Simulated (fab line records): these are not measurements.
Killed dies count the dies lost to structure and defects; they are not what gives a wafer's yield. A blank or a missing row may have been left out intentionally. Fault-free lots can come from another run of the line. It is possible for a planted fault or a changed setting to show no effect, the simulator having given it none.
fab line records :: flow n5_finfet
record
  lots=6
  wafers=18
  last_day=16
route steps=1938 shown BEOL_M13@1697 PASSIVATION@1936
lots that met no fault: from a run of the same line without faults
start_h: hours from the record's first day to the start of the lot's first wafer shown :: wait_h: hours since the lot's step before :: " the same as in the row above :: L1.1+2: one row covering several wafers at once :: - no value, or no start given :: * or withheld: withheld :: < > ~ a bound
route shown NAME@n: names a module that has steps shown in the file, with the first one's number in the route :: usual: mean/standard deviation of fault-free wafers :: same: alike in all rows :: chamber/n: place in a boat :: sites: each site's reading :: _std_site: how widely they spread, as a standard deviation :: _edge_site: inner sites' mean taken away from outer sites' mean :: radius_mm: how far each site lies from the wafer's centre :: mask NAME#n: copy n :: behind: the most recent tool/chamber to have shaped the wafer :: hold: what put the lot on hold/how long, in hours/how the hold closed :: device: the n, p or np transistor that did not switch :: end of line: tests run on the same wafers once the route is complete :: step lacking rows: just its recipe :: killed: the dies lost at the first sort to structure and to defects; this is not the yield of the wafer :: map: a wafer's dies, marking killed ones x, the rest . and places with no die _
set.NAME: the run value of the setting; set.NAME@STEP: its run value at that earlier step :: model.NAME: the simulator's own value behind a step, which no gauge read
lots at some steps of the route; a table a step, a row a wafer
services: from which hour (start_h, from the record's first day; less than 0 if before it) a tool's chamber was out of use, for how many hours, and why
## steps
# step N5_BEOL_M13_STRIP_70
# recipe
  chemistry=C4F8/O2/Ar
  resist=SiARC
  rf_frequency_hz=6e+07
# step N5_BEOL_M13_OCD_MEAS_35
# usual
  trench_depth_nm=417/7.5
lot.wafer: L753.2
tool: ocd-02
chamber: -
start_h: 279.47
wait_h: 0.0
trench_depth_nm: 425

lot.wafer: L753.3
tool: ocd-02
chamber: -
start_h: 279.47
wait_h: 0.0
trench_depth_nm: 412

lot.wafer: L753.6
tool: ocd-02
chamber: -
start_h: 279.47
wait_h: 0.0
trench_depth_nm: 417

lot.wafer: L754.1
tool: ocd-02
chamber: -
start_h: 301.86
wait_h: 0.0
trench_depth_nm: 426

lot.wafer: L754.2
tool: ocd-02
chamber: -
start_h: 301.86
wait_h: 0.0
trench_depth_nm: 415

lot.wafer: L754.5
tool: ocd-02
chamber: -
start_h: 301.86
wait_h: 0.0
trench_depth_nm: 417

lot.wafer: L758.1
tool: ocd-01
chamber: -
start_h: 303.93
wait_h: 0.0
trench_depth_nm: 405

lot.wafer: L758.2
tool: ocd-01
chamber: -
start_h: 303.93
wait_h: 0.0
trench_depth_nm: 408

lot.wafer: L758.4
tool: ocd-01
chamber: -
start_h: 303.93
wait_h: 0.0
trench_depth_nm: 414

lot.wafer: L762.1
tool: ocd-01
chamber: -
start_h: 349.37
wait_h: 0.0
trench_depth_nm: 424

lot.wafer: L762.3
tool: ocd-01
chamber: -
start_h: 349.37
wait_h: 0.0
trench_depth_nm: 430

lot.wafer: L762.6
tool: ocd-01
chamber: -
start_h: 349.37
wait_h: 0.0
trench_depth_nm: 426

lot.wafer: L766.1
tool: ocd-02
chamber: -
start_h: 350.09
wait_h: 0.0
trench_depth_nm: 415

lot.wafer: L766.3
tool: ocd-02
chamber: -
start_h: 350.09
wait_h: 0.0
trench_depth_nm: 418

lot.wafer: L766.5
tool: ocd-02
chamber: -
start_h: 350.09
wait_h: 0.0
trench_depth_nm: 421

lot.wafer: L763.2
tool: ocd-02
chamber: -
start_h: 353.24
wait_h: 0.0
trench_depth_nm: 426

lot.wafer: L763.4
tool: ocd-02
chamber: -
start_h: 353.24
wait_h: 0.0
trench_depth_nm: 428

lot.wafer: L763.6
tool: ocd-02
chamber: -
start_h: 353.24
wait_h: 0.0
trench_depth_nm: 425
# step N5_BEOL_M13_STRIP_37
# recipe
  chemistry=N2/H2
  power_w=1000
  temp_c=250
  h2_frac=0.65
  overash_fraction=0.3
  pressure_mtorr=withheld
  n2_flow_sccm=1750
  h2_flow_sccm=3250
# step N5_BEOL_M13_ETCH_38
# recipe
  chemistry=CF4/N2
  target=SiCN
  target_depth_a=675
  taper_deg=2
  time_s=71.9
  ion_energy_ev=150
  mask_material=SiO2
  pressure_mtorr=40
  source_w=430
  bias_w=70
  Ar_flow_sccm=100
  cf4_flow_sccm=60
  n2_flow_sccm=60
# usual
  drypump_motor_current_A=5.8/0.58
  oes_product_au=0.81/0.09
  rf_vpp_V=382.1/1.8
  showerhead_plenum_p_Torr=2.20/0.06
  throttle_valve_pct=15.39/0.25
lot.wafer: L753.2
tool: rie_diel-01
chamber: 3
start_h: 280.19
wait_h: -
drypump_motor_current_A: 5.9
oes_product_au: 0.71
rf_hours_counter_h: 219
rf_vpp_V: 379.1
showerhead_plenum_p_Torr: 2.10
throttle_valve_pct: 15.62

lot.wafer: L753.3
tool: rie_diel-01
chamber: 0
start_h: 280.19
wait_h: -
drypump_motor_current_A: 5.2
oes_product_au: 0.75
rf_hours_counter_h: 176
rf_vpp_V: 383.1
showerhead_plenum_p_Torr: 2.20
throttle_valve_pct: 15.78

lot.wafer: L753.6
tool: rie_diel-01
chamber: 1
start_h: 280.19
wait_h: -
drypump_motor_current_A: 4.8
oes_product_au: 0.69
rf_hours_counter_h: -
rf_vpp_V: 383.2
showerhead_plenum_p_Torr: 2.26
throttle_valve_pct: 15.51

lot.wafer: L754.1
tool: rie_diel-01
chamber: 3
start_h: 303.45
wait_h: -
drypump_motor_current_A: 5.9
oes_product_au: 0.70
rf_hours_counter_h: 224
rf_vpp_V: 379.7
showerhead_plenum_p_Torr: 2.10
throttle_valve_pct: 15.62

lot.wafer: L754.2
tool: rie_diel-01
chamber: 0
start_h: 303.45
wait_h: -
drypump_motor_current_A: 5.2
oes_product_au: 0.76
rf_hours_counter_h: 181
rf_vpp_V: 382.1
showerhead_plenum_p_Torr: 2.20
throttle_valve_pct: 15.78

lot.wafer: L754.5
tool: rie_diel-01
chamber: 3
start_h: 303.45
wait_h: -
drypump_motor_current_A: 5.9
oes_product_au: 0.71
rf_hours_counter_h: -
rf_vpp_V: 379.9
showerhead_plenum_p_Torr: 2.10
throttle_valve_pct: 15.62

lot.wafer: L758.1
tool: rie_diel-03
chamber: 1
start_h: 304.05
wait_h: -
drypump_motor_current_A: 5.7
oes_product_au: 0.84
rf_hours_counter_h: 61
rf_vpp_V: 383.3
showerhead_plenum_p_Torr: 2.23
throttle_valve_pct: 15.23

lot.wafer: L758.2
tool: rie_diel-03
chamber: 2
start_h: 304.05
wait_h: -
drypump_motor_current_A: 6.6
oes_product_au: 0.90
rf_hours_counter_h: 18
rf_vpp_V: 381.4
showerhead_plenum_p_Torr: 2.17
throttle_valve_pct: 15.29

lot.wafer: L758.4
tool: rie_diel-03
chamber: 1
start_h: 304.05
wait_h: -
drypump_motor_current_A: 5.7
oes_product_au: 0.83
rf_hours_counter_h: -
rf_vpp_V: 381.0
showerhead_plenum_p_Torr: 2.23
throttle_valve_pct: 15.21

lot.wafer: L762.1
tool: rie_diel-03
chamber: 3
start_h: 352.24
wait_h: -
drypump_motor_current_A: 5.4
oes_product_au: 0.95
rf_hours_counter_h: 9
rf_vpp_V: 383.3
showerhead_plenum_p_Torr: 2.25
throttle_valve_pct: 15.28

lot.wafer: L762.3
tool: rie_diel-03
chamber: 1
start_h: 352.24
wait_h: -
drypump_motor_current_A: 5.7
oes_product_au: 0.82
rf_hours_counter_h: 75
rf_vpp_V: 384.2
showerhead_plenum_p_Torr: 2.23
throttle_valve_pct: 15.23

lot.wafer: L762.6
tool: rie_diel-03
chamber: 3
start_h: 352.24
wait_h: -
drypump_motor_current_A: 5.4
oes_product_au: 0.94
rf_hours_counter_h: -
rf_vpp_V: 383.1
showerhead_plenum_p_Torr: 2.26
throttle_valve_pct: 15.29

lot.wafer: L766.1
tool: rie_diel-03
chamber: 3
start_h: 352.43
wait_h: -
drypump_motor_current_A: 5.4
oes_product_au: 0.94
rf_hours_counter_h: 9
rf_vpp_V: 383.7
showerhead_plenum_p_Torr: 2.26
throttle_valve_pct: 15.29

lot.wafer: L766.3
tool: rie_diel-03
chamber: 0
start_h: 352.43
wait_h: -
drypump_motor_current_A: 6.5
oes_product_au: 0.87
rf_hours_counter_h: 49
rf_vpp_V: 384.1
showerhead_plenum_p_Torr: 2.24
throttle_valve_pct: 15.03

lot.wafer: L766.5
tool: rie_diel-03
chamber: 0
start_h: 352.43
wait_h: -
drypump_motor_current_A: 6.5
oes_product_au: 0.88
rf_hours_counter_h: -
rf_vpp_V: 383.2
showerhead_plenum_p_Torr: 2.24
throttle_valve_pct: 15.04

lot.wafer: L763.2
tool: rie_diel-06
chamber: 0
start_h: 355.29
wait_h: -
drypump_motor_current_A: 6.3
oes_product_au: 0.71
rf_hours_counter_h: 220
rf_vpp_V: 379.2
showerhead_plenum_p_Torr: 2.09
throttle_valve_pct: 15.71

lot.wafer: L763.4
tool: rie_diel-06
chamber: 1
start_h: 355.29
wait_h: -
drypump_motor_current_A: 5.0
oes_product_au: 0.96
rf_hours_counter_h: 5
rf_vpp_V: 381.2
showerhead_plenum_p_Torr: 2.16
throttle_valve_pct: 15.07

lot.wafer: L763.6
tool: rie_diel-06
chamber: 1
start_h: 355.29
wait_h: -
drypump_motor_current_A: 5.1
oes_product_au: 0.96
rf_hours_counter_h: -
rf_vpp_V: 381.3
showerhead_plenum_p_Torr: 2.16
throttle_valve_pct: 15.07
# step N5_BEOL_M13_PRECLEAN_39
# recipe
  chemistry=residue_remover
  time_s=60
  temp_c=40
# step N5_BEOL_M13_SRD_40
# recipe
  time_s=30
  temp_c=23
  rinse_liquid=diw
  dry=n2_spin
  spin_rpm=1500
  dry_time_s=30
# step N5_BEOL_M13_DEGAS_41
# recipe
  ambient=vacuum
  temp_c=250
  time_s=60
# usual
  heater_power_w=327/33
lot.wafer: L753.2
tool: pvd_sputter-03
chamber: -
start_h: 280.97
wait_h: 0.6
heater_power_w: 370

lot.wafer: L753.3
tool: pvd_sputter-03
chamber: -
start_h: 280.97
wait_h: 0.6
heater_power_w: 299

lot.wafer: L753.6
tool: pvd_sputter-03
chamber: -
start_h: 280.97
wait_h: 0.6
heater_power_w: 298

lot.wafer: L754.1
tool: pvd_sputter-01
chamber: -
start_h: 304.08
wait_h: 0.5
heater_power_w: 332

lot.wafer: L754.2
tool: pvd_sputter-01
chamber: -
start_h: 304.08
wait_h: 0.5
heater_power_w: 353

lot.wafer: L754.5
tool: pvd_sputter-01
chamber: -
start_h: 304.08
wait_h: 0.5
heater_power_w: 344

lot.wafer: L758.1
tool: pvd_sputter-03
chamber: -
start_h: 304.61
wait_h: 0.4
heater_power_w: 368

lot.wafer: L758.2
tool: pvd_sputter-03
chamber: -
start_h: 304.61
wait_h: 0.4
heater_power_w: 299

lot.wafer: L758.4
tool: pvd_sputter-03
chamber: -
start_h: 304.61
wait_h: 0.4
heater_power_w: 309

lot.wafer: L762.1
tool: pvd_sputter-01
chamber: -
start_h: 352.66
wait_h: 0.2
heater_power_w: 282

lot.wafer: L762.3
tool: pvd_sputter-01
chamber: -
start_h: 352.66
wait_h: 0.2
heater_power_w: 345

lot.wafer: L762.6
tool: pvd_sputter-01
chamber: -
start_h: 352.66
wait_h: 0.2
heater_power_w: 283

lot.wafer: L766.1
tool: pvd_sputter-02
chamber: -
start_h: 352.84
wait_h: 0.2
heater_power_w: 319

lot.wafer: L766.3
tool: pvd_sputter-02
chamber: -
start_h: 352.84
wait_h: 0.2
heater_power_w: 401

lot.wafer: L766.5
tool: pvd_sputter-02
chamber: -
start_h: 352.84
wait_h: 0.2
heater_power_w: 393

lot.wafer: L763.2
tool: pvd_sputter-02
chamber: -
start_h: 356.22
wait_h: 0.8
heater_power_w: 399

lot.wafer: L763.4
tool: pvd_sputter-02
chamber: -
start_h: 356.22
wait_h: 0.8
heater_power_w: 325

lot.wafer: L763.6
tool: pvd_sputter-02
chamber: -
start_h: 356.22
wait_h: 0.8
heater_power_w: 325
# step N5_BEOL_M13_PRE_CLEAN_42
# recipe
  gas=H2/He
  time_s=30
  temp_c=250
# usual
  heater_power_w=327/33
lot.wafer: L753.2
tool: pvd_sputter-03
chamber: -
start_h: 281.01
wait_h: 0.0
heater_power_w: 363

lot.wafer: L753.3
tool: pvd_sputter-03
chamber: -
start_h: 281.01
wait_h: 0.0
heater_power_w: 301

lot.wafer: L753.6
tool: pvd_sputter-03
chamber: -
start_h: 281.01
wait_h: 0.0
heater_power_w: 301

lot.wafer: L754.1
tool: pvd_sputter-01
chamber: -
start_h: 304.12
wait_h: 0.0
heater_power_w: 348

lot.wafer: L754.2
tool: pvd_sputter-01
chamber: -
start_h: 304.12
wait_h: 0.0
heater_power_w: 345

lot.wafer: L754.5
tool: pvd_sputter-01
chamber: -
start_h: 304.12
wait_h: 0.0
heater_power_w: 350

lot.wafer: L758.1
tool: pvd_sputter-03
chamber: -
start_h: 304.65
wait_h: 0.0
heater_power_w: 355

lot.wafer: L758.2
tool: pvd_sputter-03
chamber: -
start_h: 304.65
wait_h: 0.0
heater_power_w: 306

lot.wafer: L758.4
tool: pvd_sputter-03
chamber: -
start_h: 304.65
wait_h: 0.0
heater_power_w: 317

lot.wafer: L762.1
tool: pvd_sputter-01
chamber: -
start_h: 352.70
wait_h: 0.0
heater_power_w: 284

lot.wafer: L762.3
tool: pvd_sputter-01
chamber: -
start_h: 352.70
wait_h: 0.0
heater_power_w: 354

lot.wafer: L762.6
tool: pvd_sputter-01
chamber: -
start_h: 352.70
wait_h: 0.0
heater_power_w: 281

lot.wafer: L766.1
tool: pvd_sputter-02
chamber: -
start_h: 352.88
wait_h: 0.0
heater_power_w: 333

lot.wafer: L766.3
tool: pvd_sputter-02
chamber: -
start_h: 352.88
wait_h: 0.0
heater_power_w: 402

lot.wafer: L766.5
tool: pvd_sputter-02
chamber: -
start_h: 352.88
wait_h: 0.0
heater_power_w: 394

lot.wafer: L763.2
tool: pvd_sputter-02
chamber: -
start_h: 356.26
wait_h: 0.0
heater_power_w: 392

lot.wafer: L763.4
tool: pvd_sputter-02
chamber: -
start_h: 356.26
wait_h: 0.0
heater_power_w: 325

lot.wafer: L763.6
tool: pvd_sputter-02
chamber: -
start_h: 356.26
wait_h: 0.0
heater_power_w: 320
# step N5_BEOL_M13_SPUTTER_43
# recipe
  material=TaN
  target_thk_a=150
  temp_c=50
  bias_v=168.6
  power_w=15000
  chamber_pressure_pa=0.12
  time_s=24.19
# usual
  throttle_valve_pct=30.1/0.75
lot.wafer: L753.2
tool: pvd_sputter-03
chamber: -
start_h: 281.05
wait_h: 0.0
throttle_valve_pct: 29.3

lot.wafer: L753.3
tool: pvd_sputter-03
chamber: -
start_h: 281.05
wait_h: 0.0
throttle_valve_pct: 30.8

lot.wafer: L753.6
tool: pvd_sputter-03
chamber: -
start_h: 281.05
wait_h: 0.0
throttle_valve_pct: 31.0

lot.wafer: L754.1
tool: pvd_sputter-01
chamber: -
start_h: 304.16
wait_h: 0.0
throttle_valve_pct: 29.2

lot.wafer: L754.2
tool: pvd_sputter-01
chamber: -
start_h: 304.16
wait_h: 0.0
throttle_valve_pct: 30.6

lot.wafer: L754.5
tool: pvd_sputter-01
chamber: -
start_h: 304.16
wait_h: 0.0
throttle_valve_pct: 30.7

lot.wafer: L758.1
tool: pvd_sputter-03
chamber: -
start_h: 304.69
wait_h: 0.0
throttle_valve_pct: 28.6

lot.wafer: L758.2
tool: pvd_sputter-03
chamber: -
start_h: 304.69
wait_h: 0.0
throttle_valve_pct: 31.1

lot.wafer: L758.4
tool: pvd_sputter-03
chamber: -
start_h: 304.69
wait_h: 0.0
throttle_valve_pct: 29.8

lot.wafer: L762.1
tool: pvd_sputter-01
chamber: -
start_h: 352.74
wait_h: 0.0
throttle_valve_pct: 30.8

lot.wafer: L762.3
tool: pvd_sputter-01
chamber: -
start_h: 352.74
wait_h: 0.0
throttle_valve_pct: 31.0

lot.wafer: L762.6
tool: pvd_sputter-01
chamber: -
start_h: 352.74
wait_h: 0.0
throttle_valve_pct: 31.1

lot.wafer: L766.1
tool: pvd_sputter-02
chamber: -
start_h: 352.92
wait_h: 0.0
throttle_valve_pct: 30.6

lot.wafer: L766.3
tool: pvd_sputter-02
chamber: -
start_h: 352.92
wait_h: 0.0
throttle_valve_pct: 30.0

lot.wafer: L766.5
tool: pvd_sputter-02
chamber: -
start_h: 352.92
wait_h: 0.0
throttle_valve_pct: 29.6

lot.wafer: L763.2
tool: pvd_sputter-02
chamber: -
start_h: 356.30
wait_h: 0.0
throttle_valve_pct: 29.9

lot.wafer: L763.4
tool: pvd_sputter-02
chamber: -
start_h: 356.30
wait_h: 0.0
throttle_valve_pct: 29.7

lot.wafer: L763.6
tool: pvd_sputter-02
chamber: -
start_h: 356.30
wait_h: 0.0
throttle_valve_pct: 29.8
# step N5_BEOL_M13_SPUTTER_44
# recipe
  material=Ta
  target_thk_a=100
  temp_c=50
  bias_v=80
  power_w=15000
  chamber_pressure_pa=0.07
  time_s=16.13
# usual
  throttle_valve_pct=30.1/0.74
lot.wafer: L753.2
tool: pvd_sputter-03
chamber: -
start_h: 281.13
wait_h: 0.0
throttle_valve_pct: 29.2

lot.wafer: L753.3
tool: pvd_sputter-03
chamber: -
start_h: 281.13
wait_h: 0.0
throttle_valve_pct: 31.1

lot.wafer: L753.6
tool: pvd_sputter-03
chamber: -
start_h: 281.13
wait_h: 0.0
throttle_valve_pct: 30.8

lot.wafer: L754.1
tool: pvd_sputter-01
chamber: -
start_h: 304.24
wait_h: 0.0
throttle_valve_pct: 29.3

lot.wafer: L754.2
tool: pvd_sputter-01
chamber: -
start_h: 304.24
wait_h: 0.0
throttle_valve_pct: 30.5

lot.wafer: L754.5
tool: pvd_sputter-01
chamber: -
start_h: 304.24
wait_h: 0.0
throttle_valve_pct: 30.6

lot.wafer: L758.1
tool: pvd_sputter-03
chamber: -
start_h: 304.77
wait_h: 0.0
throttle_valve_pct: 28.9

lot.wafer: L758.2
tool: pvd_sputter-03
chamber: -
start_h: 304.77
wait_h: 0.0
throttle_valve_pct: 31.1

lot.wafer: L758.4
tool: pvd_sputter-03
chamber: -
start_h: 304.77
wait_h: 0.0
throttle_valve_pct: 29.7

lot.wafer: L762.1
tool: pvd_sputter-01
chamber: -
start_h: 352.82
wait_h: 0.0
throttle_valve_pct: 30.7

lot.wafer: L762.3
tool: pvd_sputter-01
chamber: -
start_h: 352.82
wait_h: 0.0
throttle_valve_pct: 30.7

lot.wafer: L762.6
tool: pvd_sputter-01
chamber: -
start_h: 352.82
wait_h: 0.0
throttle_valve_pct: 30.8

lot.wafer: L766.1
tool: pvd_sputter-02
chamber: -
start_h: 353.00
wait_h: 0.0
throttle_valve_pct: 30.7

lot.wafer: L766.3
tool: pvd_sputter-02
chamber: -
start_h: 353.00
wait_h: 0.0
throttle_valve_pct: 30.1

lot.wafer: L766.5
tool: pvd_sputter-02
chamber: -
start_h: 353.00
wait_h: 0.0
throttle_valve_pct: 30.0

lot.wafer: L763.2
tool: pvd_sputter-02
chamber: -
start_h: 356.38
wait_h: 0.0
throttle_valve_pct: 29.7

lot.wafer: L763.4
tool: pvd_sputter-02
chamber: -
start_h: 356.38
wait_h: 0.0
throttle_valve_pct: 29.8

lot.wafer: L763.6
tool: pvd_sputter-02
chamber: -
start_h: 356.38
wait_h: 0.0
throttle_valve_pct: 29.7
# step N5_BEOL_M13_SPUTTER_45
# recipe
  material=Cu
  target_thk_a=800
  temp_c=-20
  bias_v=60
  power_w=26000
  chamber_pressure_pa=0.13
  time_s=13.33
# step N5_BEOL_M13_ECD_47
# recipe
  material=Cu
  target_thk_a=9360
# step N5_BEOL_M13_ANNEAL_48
# recipe
  temp_c=225
  time_s=90
  ambient=N2
# usual
  anneal_temp_c=225.01/0.19
  anneal_temp_c_max=226.1/0.45
  wafer_temp_C_max=226.6/0.65
lot.wafer: L753.2
tool: rtp_anneal-02
chamber: 0
start_h: 281.54
wait_h: 0.2
anneal_temp_c: 225.46
anneal_temp_c_max: 226.8
wafer_temp_C_max: 226.7

lot.wafer: L753.3
tool: rtp_anneal-02
chamber: 0
start_h: 281.54
wait_h: 0.2
anneal_temp_c: 225.25
anneal_temp_c_max: 226.5
wafer_temp_C_max: 227.3

lot.wafer: L753.6
tool: rtp_anneal-02
chamber: 0
start_h: 281.54
wait_h: 0.2
anneal_temp_c: 225.12
anneal_temp_c_max: 226.9
wafer_temp_C_max: 226.8

lot.wafer: L754.1
tool: rtp_anneal-02
chamber: -
start_h: 304.97
wait_h: 0.5
anneal_temp_c: -
anneal_temp_c_max: -
wafer_temp_C_max: -

lot.wafer: L754.2
tool: rtp_anneal-02
chamber: -
start_h: 304.97
wait_h: 0.5
anneal_temp_c: -
anneal_temp_c_max: -
wafer_temp_C_max: -

lot.wafer: L754.5
tool: rtp_anneal-02
chamber: -
start_h: 304.97
wait_h: 0.5
anneal_temp_c: -
anneal_temp_c_max: -
wafer_temp_C_max: -

lot.wafer: L758.1
tool: rtp_anneal-01
chamber: -
start_h: 305.13
wait_h: 0.1
anneal_temp_c: -
anneal_temp_c_max: -
wafer_temp_C_max: -

lot.wafer: L758.2
tool: rtp_anneal-01
chamber: -
start_h: 305.13
wait_h: 0.1
anneal_temp_c: -
anneal_temp_c_max: -
wafer_temp_C_max: -

lot.wafer: L758.4
tool: rtp_anneal-01
chamber: -
start_h: 305.13
wait_h: 0.1
anneal_temp_c: -
anneal_temp_c_max: -
wafer_temp_C_max: -

lot.wafer: L762.1
tool: rtp_anneal-02
chamber: 0
start_h: 353.18
wait_h: 0.1
anneal_temp_c: 225.16
anneal_temp_c_max: 226.6
wafer_temp_C_max: 227.3

lot.wafer: L762.3
tool: rtp_anneal-02
chamber: 0
start_h: 353.18
wait_h: 0.1
anneal_temp_c: 225.10
anneal_temp_c_max: 226.2
wafer_temp_C_max: 226.9

lot.wafer: L762.6
tool: rtp_anneal-02
chamber: 0
start_h: 353.18
wait_h: 0.1
anneal_temp_c: 225.13
anneal_temp_c_max: 226.4
wafer_temp_C_max: 227.1

lot.wafer: L766.1
tool: rtp_anneal-01
chamber: 0
start_h: 353.39
wait_h: 0.1
anneal_temp_c: 225.01
anneal_temp_c_max: 225.5
wafer_temp_C_max: 225.8

lot.wafer: L766.3
tool: rtp_anneal-01
chamber: 0
start_h: 353.39
wait_h: 0.1
anneal_temp_c: 224.99
anneal_temp_c_max: 225.4
wafer_temp_C_max: 225.9

lot.wafer: L766.5
tool: rtp_anneal-01
chamber: 0
start_h: 353.39
wait_h: 0.1
anneal_temp_c: 225.15
anneal_temp_c_max: 225.7
wafer_temp_C_max: 225.6

lot.wafer: L763.2
tool: rtp_anneal-02
chamber: 0
start_h: 356.79
wait_h: 0.2
anneal_temp_c: 225.14
anneal_temp_c_max: 226.2
wafer_temp_C_max: 227.2

lot.wafer: L763.4
tool: rtp_anneal-02
chamber: 0
start_h: 356.79
wait_h: 0.2
anneal_temp_c: 225.00
anneal_temp_c_max: 226.2
wafer_temp_C_max: 226.7

lot.wafer: L763.6
tool: rtp_anneal-02
chamber: 0
start_h: 356.79
wait_h: 0.2
anneal_temp_c: 225.23
anneal_temp_c_max: 227.0
wafer_temp_C_max: 226.7
# step N5_BEOL_M13_CMP_49
# recipe
  stop_on=SiOC
  t_overpolish_s=17.1
  down_force_psi=1
  platen_rpm=50
  clearing_platen_down_force_psi=1.5
  clearing_platen_rpm=50
  post_cmp_clean=cu_alkaline
  target_thk_nm=420
  clearing_platen_pad_velocity_m_s=0.99484
  pad_velocity_m_s=0.99484
# step N5_PASSIVATION_PROBE_49
# usual
  defect_limited_yield=91.3/1.7
  killed_at_M0_to_M3=33/11
  killed_at_M4_up=14/5.5
  killed_at_contacts=13/6.5
  killed_at_front_end=39/13
  killed_at_other=3.4/2.9
  killed_dies=103/20
  killed_open=69/15
  killed_short=32/8.1
  sort_bin_5_function=5.1/1.1
  sort_bin_6_memory=3.3/0.74
  sort_n_pass=1077/20
  sort_yield_pct=91.3/1.7
# same
  gross_dies=1180
  killed_at_back_side=0
  sort_bin_4_leakage[%]=0
  sort_bin_8_speed[%]=0
lot.wafer: L763.2
tool: prober-01
chamber: -
start_h: 391.85
wait_h: 0.1
defect_limited_yield[%]: 90.9
killed_at_M0_to_M3: 48
killed_at_M4_up: 13
killed_at_contacts: 13
killed_at_front_end: 33
killed_at_other: 0
killed_dies: 107
killed_open: 68
killed_short: 39
sort_bin_5_function[%]: 5.6
sort_bin_6_memory[%]: 3.3
sort_n_pass: 1073
sort_yield_pct[%]: 90.9

lot.wafer: L763.4
tool: prober-01
chamber: -
start_h: 391.95
wait_h: 0.2
defect_limited_yield[%]: 91.4
killed_at_M0_to_M3: 31
killed_at_M4_up: 20
killed_at_contacts: 18
killed_at_front_end: 30
killed_at_other: 3
killed_dies: 102
killed_open: 67
killed_short: 34
sort_bin_5_function[%]: 4.5
sort_bin_6_memory[%]: 3.6
sort_n_pass: 1078
sort_yield_pct[%]: 91.4

lot.wafer: L763.6
tool: prober-01
chamber: -
start_h: 392.05
wait_h: 0.3
defect_limited_yield[%]: 91.0
killed_at_M0_to_M3: 36
killed_at_M4_up: 15
killed_at_contacts: 12
killed_at_front_end: 37
killed_at_other: 6
killed_dies: 106
killed_open: 63
killed_short: 37
sort_bin_5_function[%]: 5.8
sort_bin_6_memory[%]: 3.1
sort_n_pass: 1074
sort_yield_pct[%]: 91.0
# killed by level:class
L763.2 BEOL_M0_SAQP:geometric_particle:open=16 BEOL_M0_SAQP:geometric_particle:short=11 MOL_CONTACT_COAG:geometric_particle:open=10 FIN_SAQP:geometric_particle:open=8 BEOL_M2:geometric_particle:open=8 FIN_SAQP:geometric_particle:short=7 BEOL_M1:geometric_particle:open=5 BEOL_M4:geometric_particle:open=5
L763.4 MOL_CONTACT_COAG:geometric_particle:open=16 BEOL_M4:geometric_particle:open=10 GATE_CUT:geometric_particle:short=8 BEOL_M0_SAQP:geometric_particle:short=8 BEOL_M2:geometric_particle:open=8 FIN_SAQP:geometric_particle:open=7 BEOL_M0_SAQP:geometric_particle:open=6 STI_FIN_REVEAL:geometric_particle:open=3
L763.6 BEOL_M2:geometric_particle:open=12 FIN_SAQP:geometric_particle:short=10 FIN_SAQP:geometric_particle:open=8 BEOL_M4:geometric_particle:open=8 MOL_CONTACT_COAG:geometric_particle:open=7 BEOL_M0_SAQP:geometric_particle:short=7 BEOL_M3:geometric_particle:open=6 MOL_CONTACT_COAG:geometric_particle:short=5
## services
tool: rie_diel-03
chamber: 2
start_h: 266.47
hours: 4.2
kind: repair

tool: rie_diel-06
chamber: 1
start_h: 290.13
hours: 8.6
kind: repair

tool: rie_diel-01
chamber: -
start_h: 294.76
hours: 1.2
kind: repair

tool: rie_diel-03
chamber: 3
start_h: 303.82
hours: -
kind: clean

tool: rie_diel-03
chamber: 3
start_h: 303.82
hours: -
kind: consumable_replace:focus_ring

tool: rie_diel-03
chamber: 3
start_h: 303.82
hours: 16.7
kind: scheduled_down

tool: rie_diel-03
chamber: 3
start_h: 303.82
hours: 16.7
kind: vent_cycle

tool: rie_diel-06
chamber: 1
start_h: 312.47
hours: -
kind: clean

tool: rie_diel-06
chamber: 1
start_h: 312.47
hours: -
kind: consumable_replace:focus_ring

tool: rie_diel-06
chamber: 1
start_h: 312.47
hours: 21.9
kind: scheduled_down

tool: rie_diel-06
chamber: 1
start_h: 312.47
hours: 21.9
kind: vent_cycle

tool: pvd_sputter-01
chamber: -
start_h: 336.32
hours: 11.7
kind: repair
## key
first_sign
  step=N5_BEOL_M13_ANNEAL_48
  reading=tool_record
  direction=missing
effect none on later readings
met_at N5_BEOL_M13_ANNEAL_48
struck_wafers L754.1,L754.2,L754.5,L758.1,L758.2,L758.4
onset_between 281.54 304.97
fault
  kind=skipped_step_whole
  tool=rtp_anneal-01,rtp_anneal-02
  chamber=-
  onset_h=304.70
  steps=N5_BEOL_M13_ANNEAL_48
  scope=struck_lots_only
